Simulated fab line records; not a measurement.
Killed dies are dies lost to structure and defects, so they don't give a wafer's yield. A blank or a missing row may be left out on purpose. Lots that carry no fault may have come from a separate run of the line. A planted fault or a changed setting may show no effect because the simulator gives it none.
What tool caused it? + flow n5_finfet + 72 wafers from 24 lots sampled at 6 of the route's 1938 steps

WHAT THE GAUGES READ, wafer by wafer
N5_BEOL_M8_CD_MEAS_18: pitch 80 nm, target cd 40 nm. Usual: 39.9 nm for cd_nm, sd 0.56.
| lot  | measured     | on        | cd_nm (nm)     | flag |
|------|--------------|-----------|----------------|------|
| L074 | day 8 23:47  | cd_sem-02 | 39.9 40.6 39.5 |      |
| L075 | day 10 04:58 | cd_sem-03 | 39.7 40.3 40.3 |      |
| L076 | day 10 12:43 | cd_sem-03 | 39.9 39.1 40.1 |      |
| L077 | day 10 13:11 | cd_sem-03 | 39.8 39.4 40.0 |      |
| L078 | day 10 23:13 | cd_sem-01 | 39.4 39.3 40.0 |      |
| L079 | day 11 10:59 | cd_sem-02 | 39.7 40.1 39.6 |      |
| L080 | day 11 11:10 | cd_sem-01 | 40.0 39.2 40.2 |      |
| L082 | day 11 15:52 | cd_sem-03 | 38.7 39.9 39.6 |      |
| L081 | day 11 21:21 | cd_sem-01 | 40.7 40.1 40.7 |      |
| L085 | day 11 21:34 | cd_sem-02 | 39.5 40.3 40.2 |      |
| L083 | day 12 08:32 | cd_sem-01 | 39.9 37.9 40.0 |      |
| L084 | day 12 13:38 | cd_sem-02 | 40.4 40.5 39.8 |      |
| L088 | day 12 16:29 | cd_sem-01 | 39.1 40.0 40.5 |      |
| L086 | day 12 16:43 | cd_sem-01 | 39.0 39.4 39.1 |      |
| L087 | day 12 16:56 | cd_sem-01 | 39.7 39.9 40.5 |      |
| L089 | day 13 09:51 | cd_sem-02 | 40.0 40.5 40.3 |      |
| L090 | day 13 20:56 | cd_sem-01 | 40.1 39.5 39.1 |      |
| L091 | day 14 05:05 | cd_sem-02 | 41.2 40.0 39.8 |      |
| L093 | day 14 05:20 | cd_sem-02 | 40.4 40.4 40.0 |      |
| L094 | day 14 12:56 | cd_sem-01 | 39.0 38.9 39.0 |      |
| L092 | day 14 12:37 | cd_sem-01 | 41.1 39.6 40.2 |      |
| L095 | day 15 22:25 | cd_sem-01 | 40.3 39.6 40.3 |      |
| L097 | day 15 22:37 | cd_sem-01 | 39.9 39.8 40.0 |      |
| L096 | day 15 23:26 | cd_sem-03 | 40.6 39.3 40.1 |      |

N5_BEOL_M9_OVL_MEAS_12. Usual: M9_OVL typically reads -0.3 nm, with standard deviation 0.78.
| lot  | measured     | on         | M9_OVL (nm)    | flag |
|------|--------------|------------|----------------|------|
| L074 | day 9 07:19  | overlay-02 | 0.0 0.4 0.7    |      |
| L075 | day 10 12:52 | overlay-02 | -0.4 0.5 0.5   |      |
| L076 | day 10 22:35 | overlay-01 | -0.7 -1.4 -1.0 |      |
| L077 | day 10 22:50 | overlay-02 | -1.5 -1.6 -1.0 |      |
| L078 | day 11 04:54 | overlay-01 | -0.5 -0.8 1.6  |      |
| L079 | day 11 20:53 | overlay-01 | -0.1 1.4 -0.6  |      |
| L080 | day 11 21:07 | overlay-01 | -0.6 -0.4 -0.9 |      |
| L082 | day 12 00:29 | overlay-02 | 0.3 0.0 0.1    |      |
| L081 | day 12 07:17 | overlay-02 | -0.5 0.3 1.0   |      |
| L085 | day 12 05:10 | overlay-01 | 0.5 0.9 0.2    |      |
| L083 | day 12 16:08 | overlay-02 | -1.1 -0.1 0.1  |      |
| L084 | day 12 19:44 | overlay-01 | 0.3 -0.6 -0.1  |      |
| L088 | day 13 04:20 | overlay-02 | -1.3 -0.5 0.1  |      |
| L086 | day 13 04:31 | overlay-02 | -1.9 -1.8 -0.4 |      |
| L087 | day 13 04:11 | overlay-02 | -1.4 -1.1 0.2  |      |
| L089 | day 13 16:40 | overlay-02 | 0.1 -0.3 -0.6  |      |
| L090 | day 14 07:26 | overlay-01 | 0.0 -1.3 -0.9  |      |
| L091 | day 14 12:07 | overlay-01 | 0.0 -0.1 0.8   |      |
| L093 | day 14 12:05 | overlay-02 | -1.4 -0.2 0.3  |      |
| L094 | day 15 05:26 | overlay-02 | -1.4 -1.6 0.3  |      |
| L092 | day 15 00:08 | overlay-02 | -0.8 0.1 -0.6  |      |
| L095 | day 16 04:45 | overlay-01 | -0.6 0.5 -0.5  |      |
| L097 | day 16 07:59 | overlay-02 | -1.8 -0.3 -1.1 |      |
| L096 | day 16 08:08 | overlay-01 | 0.3 -0.7 -0.1  |      |

TOOL THAT RAN EACH LOT (tool first, then ch and the chambers of the sampled wafers, then the start)
| lot  | N5_BEOL_M7_CURE_75            | N5_BEOL_M7_ALD_77                   | N5_BEOL_M8_ETCH_62                 | N5_BEOL_M8_CURE_75            |
|------|-------------------------------|-------------------------------------|------------------------------------|-------------------------------|
| L074 | uv_cure-03 ch 2, day 8 19:08  | ald_metal-03 ch 2,3, day 8 19:37    | rie_diel-06 ch 1,3, day 8 23:25    | uv_cure-02 ch 2, day 9 02:33  |
| L075 | uv_cure-01 ch 1, day 9 22:10  | ald_metal-04 ch 0,2, day 9 22:47    | rie_diel-05 ch 0,2, day 10 04:36   | uv_cure-02 ch 1, day 10 06:58 |
| L076 | uv_cure-03 ch 2, day 10 03:53 | ald_metal-01 ch 1,2,3, day 10 04:26 | rie_diel-06 ch 2,3, day 10 12:19   | uv_cure-01 ch 1, day 10 16:00 |
| L077 | uv_cure-01 ch 2, day 10 04:59 | ald_metal-03 ch 1,3, day 10 06:58   | rie_diel-06 ch 1,2, day 10 12:47   | uv_cure-02 ch 2, day 10 16:32 |
| L078 | uv_cure-02 ch 0, day 10 16:11 | ald_metal-03 ch 0,2,3, day 10 16:47 | rie_diel-01 ch 1,2,3, day 10 22:45 | uv_cure-01 ch 0, day 11 01:31 |
| L079 | uv_cure-01 ch 1, day 11 04:11 | ald_metal-03 ch 0,1,3, day 11 04:46 | rie_diel-06 ch 0,1, day 11 10:28   | uv_cure-02 ch 2, day 11 12:14 |
| L080 | uv_cure-01 ch 1, day 11 04:32 | ald_metal-04 ch 0,3, day 11 05:43   | rie_diel-01 ch 0,3, day 11 10:45   | uv_cure-02 ch 1, day 11 12:35 |
| L082 | uv_cure-01 ch 0, day 11 10:06 | ald_metal-03 ch 1,2,3, day 11 10:46 | rie_diel-06 ch 0,1, day 11 15:29   | uv_cure-01 ch 2, day 11 20:21 |
| L081 | uv_cure-01 ch 0, day 11 12:28 | ald_metal-01 ch 0,1,3, day 11 13:25 | rie_diel-01 ch 1,2, day 11 20:59   | uv_cure-01 ch 0, day 12 01:05 |
| L085 | uv_cure-02 ch 1, day 11 12:53 | ald_metal-01 ch 0,2, day 11 14:37   | rie_diel-06 ch 0,1,2, day 11 21:11 | uv_cure-03 ch 2, day 12 00:44 |
| L083 | uv_cure-03 ch 2, day 12 02:58 | ald_metal-04 ch 1,2,3, day 12 03:34 | rie_diel-01 ch 0,1,2, day 12 08:04 | uv_cure-01 ch 0, day 12 11:18 |
| L084 | uv_cure-01 ch 0, day 12 07:34 | ald_metal-04 ch 2,3, day 12 08:35   | rie_diel-06 ch 0,2, day 12 13:16   | uv_cure-03 ch 2, day 12 15:17 |
| L088 | uv_cure-03 ch 1, day 12 10:50 | ald_metal-04 ch 0,1, day 12 11:28   | rie_diel-01 ch 1,3, day 12 16:05   | uv_cure-02 ch 2, day 12 19:52 |
| L086 | uv_cure-02 ch 0, day 12 11:03 | ald_metal-01 ch 0,2, day 12 11:31   | rie_diel-05 ch 0,1,3, day 12 16:15 | uv_cure-02 ch 1, day 12 20:07 |
| L087 | uv_cure-02 ch 2, day 12 11:21 | ald_metal-01 ch 1,2, day 12 11:49   | rie_diel-05 ch 0,1,2, day 12 16:33 | uv_cure-03 ch 0, day 12 19:32 |
| L089 | uv_cure-02 ch 1, day 13 06:02 | ald_metal-03 ch 0,1,3, day 13 06:38 | rie_diel-06 ch 1,2, day 13 09:29   | uv_cure-01 ch 0, day 13 12:10 |
| L090 | uv_cure-03 ch 1, day 13 15:25 | ald_metal-04 ch 0,1,2, day 13 16:04 | rie_diel-06 ch 0,2, day 13 20:13   | uv_cure-01 ch 1, day 14 00:59 |
| L091 | uv_cure-02 ch 2, day 13 22:09 | ald_metal-01 ch 2,3, day 13 23:53   | rie_diel-06 ch 0,1,3, day 14 04:42 | uv_cure-03 ch 1, day 14 07:28 |
| L093 | uv_cure-01 ch 0, day 13 22:16 | ald_metal-04 ch 2,3, day 14 00:04   | rie_diel-06 ch 1,2,3, day 14 04:58 | uv_cure-02 ch 1, day 14 07:22 |
| L094 | uv_cure-03 ch 2, day 14 04:51 | ald_metal-03 ch 1,2,3, day 14 06:53 | rie_diel-05 ch 1,2, day 14 12:22   | uv_cure-01 ch 0, day 14 17:18 |
| L092 | uv_cure-02 ch 1, day 14 04:54 | ald_metal-04 ch 1,2,3, day 14 06:58 | rie_diel-01 ch 1,2,3, day 14 12:07 | uv_cure-03 ch 2, day 14 16:53 |
| L095 | uv_cure-01 ch 2, day 15 15:25 | ald_metal-04 ch 0,3, day 15 16:50   | rie_diel-05 ch 0,1,3, day 15 21:59 | uv_cure-03 ch 1, day 15 23:42 |
| L097 | uv_cure-02 ch 0, day 15 15:51 | ald_metal-03 ch 0,1,2, day 15 17:18 | rie_diel-05 ch 0,1, day 15 22:14   | uv_cure-03 ch 2, day 16 01:16 |
| L096 | uv_cure-02 ch 2, day 15 17:38 | ald_metal-04 ch 1,3, day 15 18:07   | rie_diel-01 ch 0,1, day 15 23:04   | uv_cure-02 ch 2, day 16 01:49 |
- N5_BEOL_M7_CURE_75: cures SiCOH lowk, time 120 s.
- N5_BEOL_M7_ALD_77: deposits TaN, target thk 2 nm, pulse time 2 s, purge time 3 s.
- N5_BEOL_M8_ETCH_62: etches SOC in N2/H2, target depth 110 nm, overetch 22 nm, time 165 s.
- N5_BEOL_M8_CURE_75: cures SiCOH lowk, time 120 s.

WHAT THE TOOLS THEMSELVES READ (means of the sampled wafers that have a number; where no wafer has one, the mark that the record gives instead)
N5_BEOL_M7_CURE_75. Usual: lamp_power_pct 52.31 %, standard deviation 0.057; wafer_temp_C_max 372.0, standard deviation 0.82.
| lot  | tool       | lamp_power_pct (%) | wafer_temp_C_max | flag |
|------|------------|--------------------|------------------|------|
| L074 | uv_cure-03 | 52.36              | 371.2            |      |
| L075 | uv_cure-01 | 52.31              | 373.0            |      |
| L076 | uv_cure-03 | 52.26              | 371.2            |      |
| L077 | uv_cure-01 | 52.32              | 371.9            |      |
| L078 | uv_cure-02 | 52.34              | 371.2            |      |
| L079 | uv_cure-01 | 52.31              | 373.1            |      |
| L080 | uv_cure-01 | 52.28              | 372.9            |      |
| L082 | uv_cure-01 | 52.29              | 373.2            |      |
| L081 | uv_cure-01 | 52.36              | 372.7            |      |
| L085 | uv_cure-02 | 52.35              | 372.3            |      |
| L083 | uv_cure-03 | 52.26              | 371.7            |      |
| L084 | uv_cure-01 | 52.32              | 372.3            |      |
| L088 | uv_cure-03 | 52.31              | 372.5            |      |
| L086 | uv_cure-02 | 52.33              | 370.8            |      |
| L087 | uv_cure-02 | 52.32              | 371.1            |      |
| L089 | uv_cure-02 | 52.35              | 372.2            |      |
| L090 | uv_cure-03 | 52.30              | 372.2            |      |
| L091 | uv_cure-02 | 52.35              | 371.0            |      |
| L093 | uv_cure-01 | 52.33              | 372.3            |      |
| L094 | uv_cure-03 | 52.27              | 371.5            |      |
| L092 | uv_cure-02 | 52.24              | 373.2            |      |
| L095 | uv_cure-01 | 52.26              | 372.2            |      |
| L097 | uv_cure-02 | 52.31              | 371.5            |      |
| L096 | uv_cure-02 | 52.28              | 371.0            |      |

N5_BEOL_M7_ALD_77. Usual: chamber_pressure_Torr 3.000 Torr, standard deviation 0.0065; heater_power_w 416 W, standard deviation 44; precursor_vessel_pressure_torr 26.25 Torr, standard deviation 0.049.
| lot  | tool         | chamber_pressure_Torr (Torr) | heater_power_w (W) | precursor_vessel_pressure_torr (Torr) | flag |
|------|--------------|------------------------------|--------------------|---------------------------------------|------|
| L074 | ald_metal-03 | 3.004                        | 420                | 26.24                                 |      |
| L075 | ald_metal-04 | 2.998                        | 427                | 26.27                                 |      |
| L076 | ald_metal-01 | 3.001                        | 384                | 26.24                                 |      |
| L077 | ald_metal-03 | 2.994                        | 465                | 26.27                                 |      |
| L078 | ald_metal-03 | 3.001                        | 414                | 26.24                                 |      |
| L079 | ald_metal-03 | 2.995                        | 450                | 26.22                                 |      |
| L080 | ald_metal-04 | 3.003                        | 468                | 26.26                                 |      |
| L082 | ald_metal-03 | 2.993                        | 425                | 26.19                                 |      |
| L081 | ald_metal-01 | 3.004                        | 397                | 26.24                                 |      |
| L085 | ald_metal-01 | 3.000                        | 378                | 26.22                                 |      |
| L083 | ald_metal-04 | 3.002                        | 409                | 26.30                                 |      |
| L084 | ald_metal-04 | 2.999                        | 422                | 26.25                                 |      |
| L088 | ald_metal-04 | 2.997                        | 440                | 26.26                                 |      |
| L086 | ald_metal-01 | 2.997                        | 398                | 26.26                                 |      |
| L087 | ald_metal-01 | 3.001                        | 366                | 26.24                                 |      |
| L089 | ald_metal-03 | 2.994                        | 458                | 26.26                                 |      |
| L090 | ald_metal-04 | 3.003                        | 414                | 26.23                                 |      |
| L091 | ald_metal-01 | 3.000                        | 404                | 26.28                                 |      |
| L093 | ald_metal-04 | 3.006                        | 420                | 26.25                                 |      |
| L094 | ald_metal-03 | 3.003                        | 433                | 26.23                                 |      |
| L092 | ald_metal-04 | 2.997                        | 404                | 26.22                                 |      |
| L095 | ald_metal-04 | 3.001                        | 460                | 26.24                                 |      |
| L097 | ald_metal-03 | 2.996                        | 414                | 26.29                                 |      |
| L096 | ald_metal-04 | 3.001                        | 427                | 26.22                                 |      |

N5_BEOL_M8_ETCH_62. Usual: bias_w 149.9 W, standard deviation 0.46; drypump_motor_current_A 5.6 A, standard deviation 0.57; oes_product_au 0.69 a.u., standard deviation 0.077; rf_vpp_V 523.6 V, standard deviation 2.7; showerhead_plenum_p_Torr 2.54 Torr, standard deviation 0.098; throttle_valve_pct 17.79 %, standard deviation 0.27.
| lot  | tool        | bias_w (W) | drypump_motor_current_A (A) | oes_product_au (a.u.) | rf_vpp_V (V) | showerhead_plenum_p_Torr (Torr) | throttle_valve_pct (%) | flag |
|------|-------------|------------|-----------------------------|-----------------------|--------------|---------------------------------|------------------------|------|
| L074 | rie_diel-06 | 150.4      | 5.1                         | 0.62                  | 521.4        | 2.44                            | 18.14                  |      |
| L075 | rie_diel-05 | 149.9      | 5.7                         | 0.80                  | 524.1        | 2.57                            | 17.52                  |      |
| L076 | rie_diel-06 | 149.8      | 5.9                         | 0.66                  | 522.9        | 2.53                            | 18.08                  |      |
| L077 | rie_diel-06 | 149.6      | 6.0                         | 0.76                  | 525.8        | 2.62                            | 17.72                  |      |
| L078 | rie_diel-01 | 149.9      | 5.6                         | 0.70                  | 523.7        | 2.53                            | 17.62                  |      |
| L079 | rie_diel-06 | 149.7      | 5.1                         | 0.63                  | 521.3        | 2.46                            | 18.01                  |      |
| L080 | rie_diel-01 | 150.1      | 5.0                         | 0.70                  | 520.9        | 2.47                            | 17.85                  |      |
| L082 | rie_diel-06 | 149.8      | 5.1                         | 0.62                  | 521.4        | 2.46                            | 18.01                  |      |
| L081 | rie_diel-01 | 150.0      | 6.0                         | 0.65                  | 523.5        | 2.54                            | 17.48                  |      |
| L085 | rie_diel-06 | 149.9      | 5.7                         | 0.68                  | 524.1        | 2.56                            | 17.82                  |      |
| L083 | rie_diel-01 | 150.1      | 5.5                         | 0.64                  | 522.0        | 2.51                            | 17.70                  |      |
| L084 | rie_diel-06 | 150.0      | 5.9                         | 0.68                  | 524.6        | 2.58                            | 17.73                  |      |
| L088 | rie_diel-01 | 149.6      | 5.2                         | 0.72                  | 522.7        | 2.52                            | 17.76                  |      |
| L086 | rie_diel-05 | 150.0      | 6.0                         | 0.70                  | 524.5        | 2.52                            | 17.75                  |      |
| L087 | rie_diel-05 | 150.2      | 5.8                         | 0.76                  | 523.1        | 2.52                            | 17.55                  |      |
| L089 | rie_diel-06 | 149.3      | 6.0                         | 0.72                  | 525.9        | 2.61                            | 17.76                  |      |
| L090 | rie_diel-06 | 150.3      | 5.9                         | 0.67                  | 525.2        | 2.58                            | 17.74                  |      |
| L091 | rie_diel-06 | 150.0      | 5.3                         | 0.67                  | 523.6        | 2.56                            | 18.02                  |      |
| L093 | rie_diel-06 | 149.6      | 5.6                         | 0.71                  | 525.4        | 2.62                            | 17.95                  |      |
| L094 | rie_diel-05 | 150.3      | 5.6                         | 0.76                  | 524.3        | 2.56                            | 17.57                  |      |
| L092 | rie_diel-01 | 150.0      | 5.6                         | 0.67                  | 522.7        | 2.52                            | 17.67                  |      |
| L095 | rie_diel-05 | 149.9      | 6.0                         | 0.75                  | 523.3        | 2.51                            | 17.67                  |      |
| L097 | rie_diel-05 | 150.0      | 6.0                         | 0.70                  | 522.4        | 2.46                            | 17.60                  |      |
| L096 | rie_diel-01 | 149.9      | 5.0                         | 0.62                  | 521.5        | 2.46                            | 17.97                  |      |

N5_BEOL_M8_CURE_75. Usual: lamp_power_pct 52.32 %, standard deviation 0.054; wafer_temp_C_max 372.1, standard deviation 0.77.
| lot  | tool       | lamp_power_pct (%) | wafer_temp_C_max | flag |
|------|------------|--------------------|------------------|------|
| L074 | uv_cure-02 | 52.32              | 370.9            |      |
| L075 | uv_cure-02 | 52.30              | 371.8            |      |
| L076 | uv_cure-01 | 52.30              | 373.1            |      |
| L077 | uv_cure-02 | 52.37              | 371.1            |      |
| L078 | uv_cure-01 | 52.36              | 373.3            |      |
| L079 | uv_cure-02 | 52.32              | 370.7            |      |
| L080 | uv_cure-02 | 52.29              | 372.4            |      |
| L082 | uv_cure-01 | 52.37              | 372.2            |      |
| L081 | uv_cure-01 | 52.31              | 372.7            |      |
| L085 | uv_cure-03 | 52.33              | 371.5            |      |
| L083 | uv_cure-01 | 52.29              | 372.4            |      |
| L084 | uv_cure-03 | 52.27              | 371.4            |      |
| L088 | uv_cure-02 | 52.33              | 370.9            |      |
| L086 | uv_cure-02 | 52.31              | 372.7            |      |
| L087 | uv_cure-03 | 52.33              | 372.7            |      |
| L089 | uv_cure-01 | 52.34              | 372.1            |      |
| L090 | uv_cure-01 | 52.29              | 372.7            |      |
| L091 | uv_cure-03 | 52.33              | 372.1            |      |
| L093 | uv_cure-02 | 52.35              | 372.5            |      |
| L094 | uv_cure-01 | 52.37              | 372.7            |      |
| L092 | uv_cure-03 | 52.34              | 371.8            |      |
| L095 | uv_cure-03 | 52.34              | 372.4            |      |
| L097 | uv_cure-03 | 52.31              | 371.8            |      |
| L096 | uv_cure-02 | 52.28              | 370.9            |      |

THE ANSWER, worked out from the rows above alone
Rule: lot off if the mean of its wafers having a number is beyond 3 standard deviations from the usual mean. A lot without any number at a reading at which 4 lots or more have one is off too. Where the step has rows for the other lots, those lots are counted as sound. Order of review: gauges by route order, followed by the tools' own readings, for which a lot's mean as printed above is used. At the first step where some lot is off, the reading lying furthest off is the one used; lots without a number count as furthest.
No lot is off on any of the readings shown, so nothing can be concluded from this.

WHAT HAD BEEN PUT IN BY THE SIMULATOR
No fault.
